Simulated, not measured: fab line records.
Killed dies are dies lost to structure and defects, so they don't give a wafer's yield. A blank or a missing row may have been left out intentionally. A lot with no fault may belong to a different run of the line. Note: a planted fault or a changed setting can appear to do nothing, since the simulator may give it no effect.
Which tool was responsible?	flow n5-finfet	36 wafers sampled from 12 lots at 1 step of a route of 1938

## WHAT THE GAUGES READ, wafer by wafer
N5_MOL_CONTACT_COAG_OVL_MEAS_85.
lot	measured	on	VG_OVL (nm)
L075	day 5 11:56	overlay-01	0.2 0.0 1.0
L078	day 6 02:24	overlay-02	-0.7 -1.0 -1.8
L079	day 6 13:02	overlay-01	-0.9 -1.4 -1.2
L081	day 6 23:23	overlay-01	0.2 1.3 -0.4
L083	day 7 05:07	overlay-02	-0.7 -0.4 -0.8
L085	day 7 21:47	overlay-01	0.1 -0.1 0.8
L087	day 8 08:21	overlay-01	0.0 0.7 0.1
L089	day 8 20:36	overlay-02	0.5 0.8 0.3
L091	day 9 09:34	overlay-02	-0.2 -0.6 -1.1
L093	day 10 03:59	overlay-02	2.0 2.8 2.2
L095	day 10 17:39	overlay-01	0.3 -0.8 -0.8
L097	day 10 23:11	overlay-02	-0.9 -0.8 -0.5

## TOOL THAT RAN EACH LOT (tool first, then ch and the chambers of the sampled wafers, then the start)
Record: no process step prior to these readings.

## THE ANSWER, worked out from the rows above alone
Rule: usual is defined by the lots themselves. The widest of any qualifying gaps counts: lots, ordered by their means at a reading, are off when they make up no more than a third of the lots, leave a main group of 4 or more, and stand apart from it by 3 or more times the standard deviation of that group's means. A main group is skipped when, at the precision printed for the reading in the tables above, its means are all equal. A lot without any number at a reading at which 4 lots or more have one is off too. Where the step has rows for the other lots, those lots are counted as sound.
No lot is off on any of the readings shown, so nothing can be concluded from this.

## WHAT THE SIMULATOR PUT IN
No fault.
